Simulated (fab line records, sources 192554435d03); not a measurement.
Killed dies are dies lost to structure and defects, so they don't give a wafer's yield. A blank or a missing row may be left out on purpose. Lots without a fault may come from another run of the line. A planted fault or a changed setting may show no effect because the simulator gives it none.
Chamber matching | flow n5_finfet | N5_BEOL_M0_SAQP_SPACER1_ALD_98 on ald_sin-01: 4 sister chambers
The step deposits SiO2, target thk 12.8 nm, pulse time 1 s, purge time 2 s. 4 wafers are shown with their chamber, then 11 later ones without.

WAFERS WITH THEIR CHAMBER
wafer  | chamber | heater_power_w (W)
L079.4 | 0       | 450
L089.4 | 2       | 411
L089.6 | 1       | 499
L091.1 | 3       | 445

WAFERS WITHOUT THEIR CHAMBER
wafer  | heater_power_w (W)
L091.2 | 499
L091.4 | 392
L092.2 | 496
L092.4 | 455
L092.5 | 496
L094.4 | 401
L094.5 | 446
L094.6 | 456
L097.1 | 405
L097.3 | 503
L097.6 | 404

WHICH CHAMBER EACH WENT THROUGH
wafer  | from the rows above     | in truth
L091.2 | 1                       | 1
L091.4 | 2                       | 2
L092.2 | 1                       | 1
L092.4 | can't be placed: 0 or 3 | 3
L092.5 | 1                       | 1
L094.4 | 2                       | 2
L094.5 | can't be placed: 3 or 0 | 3
L094.6 | can't be placed: 0 or 3 | 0
L097.1 | 2                       | 2
L097.3 | 1                       | 1
L097.6 | 2                       | 2
Placed correctly: 8 of 11. Can't be placed from these rows: 3 (the true chamber is among the candidates in 3). Placed wrongly: 0.
How it was worked out, from the rows above alone: a wafer's distance from a chamber is the root of the sum, over the readings, of the square of ((its reading less the chamber's mean) divided by the reading's scatter). The wafer belongs to the nearest chamber; if the next one is less than 2 further off, it can't be placed. A chamber's mean is the mean of its shown wafers. The scatter: with one shown wafer a chamber, the root of the mean of the squares of how far each hidden wafer lies from its nearest shown one.
